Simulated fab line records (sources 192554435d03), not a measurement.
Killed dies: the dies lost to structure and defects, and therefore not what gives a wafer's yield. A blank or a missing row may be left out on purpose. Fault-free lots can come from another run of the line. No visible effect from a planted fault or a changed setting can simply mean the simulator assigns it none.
Split-lot study ; flow n5Finfet ; 7 lots, 21 wafers read, on a route of 1938 steps

## ON THE SPLIT
At N5_BEOL_M4_COAT_05 (resist thk 30 nm), the setting spinRpm was moved away from the recipe's 1500 rpm on 7 of the 21 wafers read, by -6.1% to +7.5%. The other wafers ran this setting at the recipe's value.

## FROM THE SPLIT TO THE READING: what the file shows between them, 5 steps
- N5_BEOL_M4_EBR_07
- N5_BEOL_M4_SOFTBAKE_06: time 60 s
- N5_BEOL_M4_EXPOSE_08: exposes mask M4
- N5_BEOL_M4_PEB_09: peb time 60 s
- N5_BEOL_M4_DEVELOP_10: develop time 30 s

## THE READING
CAR-EUV_of_BEOL_M4_COAT_05.thkNm (the simulator's own value, which no gauge read), in nm, at N5_BEOL_M4_DESCUM_16 (chemistry O2, time 7 s). No usual value for it is given in the file. Across the 14 wafers here that went through the recipe, the average is 26.0 nm and the standard deviation 0.14 nm.

wafer;tool, chamber at the split;spinRpm as run, rpm;against the recipe;CAR-EUV_of_BEOL_M4_COAT_05.thkNm, nm;against lot-mates on the recipe
L078.3;lithoTrack-03, 0;1500;recipe;26;-
L078.6;lithoTrack-03, 0;1500;recipe;26;-
L078.4;lithoTrack-03, 0;1408;-6.1%;27;+1.0
L085.2;lithoTrack-04, 0;1581;+5.4%;25.4;-0.6
L085.3;lithoTrack-04, 0;1500;recipe;26;-
L085.5;lithoTrack-04, 0;1500;recipe;26;-
L084.1;lithoTrack-03, 0;1559;+3.9%;25.6;-0.6
L084.5;lithoTrack-03, 0;1559;+3.9%;25.6;-0.6
L084.3;lithoTrack-03, 0;1500;recipe;26.2;-
L087.1;lithoTrack-02, 0;1500;recipe;26;-
L087.2;lithoTrack-02, 0;1500;recipe;25.8;-
L087.6;lithoTrack-02, 0;1500;recipe;25.8;-
L091.1;lithoTrack-03, 0;1613;+7.5%;25;-0.8
L091.3;lithoTrack-03, 0;1500;recipe;25.8;-
L091.5;lithoTrack-03, 0;1613;+7.5%;24.8;-1.0
L096.1;lithoTrack-02, 0;1500;recipe;26.2;-
L096.4;lithoTrack-02, 0;1500;recipe;26.2;-
L096.5;lithoTrack-02, 0;1500;recipe;26.2;-
L097.1;lithoTrack-03, 0;1500;recipe;26;-
L097.2;lithoTrack-03, 0;1500;recipe;26;-
L097.4;lithoTrack-03, 0;1553;+3.5%;25.6;-0.4

FIT RESULTS
A straight line over all 21 wafers: CAR-EUV_of_BEOL_M4_COAT_05.thkNm changes by -0.141 nm for each +1% of spinRpm; r = -0.95; the points scatter about the line by 0.14 nm.
The same after taking each lot's own level away (the mean of its wafers on the recipe; 21 wafers): -0.132 nm for each +1%; r = -0.98; scatter 0.081 nm.
According to that fit, moving spinRpm by its largest amount changes the reading by 1 nm.
From 25.80 to 26.20 nm: that is the span of the lots' own levels, equal to 2.8 times the standard deviation above.
So the lot-to-lot level changes the slope little: the two slopes agree.
Check: for one of the wafers moved furthest among these (+7.5%), held out of the fit, the line's prediction against its lot-mates is -1.04 nm. Against them it came out at -0.8 nm.

## ADDITIONAL SPLITS CARRIED BY THESE WAFERS
Note: prior to the reading, these wafers also went through further splits. Each is held against what the fit with the lots' levels taken away leaves over:
other split on the same wafers;wafers away from the commonest value;r with CAR-EUV_of_BEOL_M4_COAT_05.thkNm (lot level and that fit taken away)
N5_BEOL_M1_ETCH_70 sourceW;6;-0.11
N5_BEOL_M2_ILD_DEP_00 timeS;7;+0.17
N5_BEOL_M2_DEP_57 timeS;7;+0.02
N5_BEOL_M3_COAT_05 spinRpm;8;+0.12
N5_BEOL_M4_HM_DEP_02 targetThkA;4;-0.20

## THE WHOLE CHAIN: every reading that the file lists as answering this split, in the file's order
step;what it does;reading;change (the file's fit);r (the file's)
N5_BEOL_M4_COAT_05;resist thk 30 nm;CAR-EUV_of_BEOL_M4_COAT_05.thkNm (the simulator's own value, which no gauge read);-0.143 nm for each +1% of the setting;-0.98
N5_BEOL_M4_DEVELOP_10;develop time 30 s;CAR-EUV_of_BEOL_M4_COAT_05.thkNm (the simulator's own value, which no gauge read);-0.149 nm for each +1% of the setting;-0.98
N5_BEOL_M4_DESCUM_16;chemistry O2, time 7 s;CAR-EUV_of_BEOL_M4_COAT_05.thkNm (the simulator's own value, which no gauge read);-0.132 nm for each +1% of the setting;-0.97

## THE FILE'S OWN FIT
CAR-EUV_of_BEOL_M4_COAT_05.thkNm changes by -0.132 nm for each +1% of spinRpm, r = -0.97.
